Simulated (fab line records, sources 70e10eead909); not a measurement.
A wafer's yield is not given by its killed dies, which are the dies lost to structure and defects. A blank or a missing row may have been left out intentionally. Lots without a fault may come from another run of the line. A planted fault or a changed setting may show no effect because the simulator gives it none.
Chamber matching    flow nand_harc    NHARC_THIN_TSV_CMP_01 on cmp-01: 4 sister chambers
The step polishes. 24 wafers are shown with their chamber, then 12 later ones without.

WAFERS, EACH WITH ITS CHAMBER
wafer   chamber  motor_current_A (A)
L076.2  0        11.6
L076.3  3        12.9
L076.4  2        8.9
L078.1  2        8.7
L078.2  3        12.6
L078.3  1        9.9
L080.2  2        8.5
L080.4  3        12.7
L080.6  0        11.4
L081.2  2        8.6
L081.3  3        12.6
L081.5  1        10.0
L084.2  1        10.2
L084.4  3        12.5
L084.6  0        11.6
L086.3  0        11.0
L086.4  3        12.7
L086.6  0        10.6
L089.1  1        9.7
L089.2  2        8.9
L089.6  2        8.7
L091.3  0        11.3
L091.4  2        9.0
L091.6  2        8.7

SIGNATURES (means of the wafers above)
reading          chamber 0  chamber 1  chamber 2  chamber 3  scatter within a chamber
motor_current_A  11.250     9.950      8.750      12.667     0.243
Rule: for a wafer and a chamber, the distance is found by dividing, reading by reading, the gap between the wafer's reading and the chamber's mean by the reading's scatter, squaring, summing and taking the root. If the next closest chamber is less than 2 further off than the closest, the wafer can't be placed; otherwise it belongs to the closest. The scatter is the square root of a quotient: the sum, over the shown wafers, of each reading's squared deviation from its chamber's mean, divided by wafers minus chambers.

WAFERS WITH NO CHAMBER GIVEN
wafer   motor_current_A (A)
L091.1  12.4
L091.2  9.3
L091.5  13.3
L088.3  10.1
L088.4  8.2
L088.6  11.2
L097.1  13.5
L097.2  8.8
L097.5  13.2
L097.3  11.3
L097.4  9.9
L097.6  11.8

THE CHAMBER EACH PASSED THROUGH
wafer   from the rows above      in truth
L091.1  3                        3
L091.2  can't be placed: 2 or 1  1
L091.5  3                        3
L088.3  1                        1
L088.4  2                        2
L088.6  0                        0
L097.1  3                        3
L097.2  2                        2
L097.5  3                        3
L097.3  0                        0
L097.4  1                        1
L097.6  can't be placed: 0 or 3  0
10 of 12 placed correctly. These rows do not allow placing 2 (true chamber among the candidates in 2). Number placed wrongly: 0.
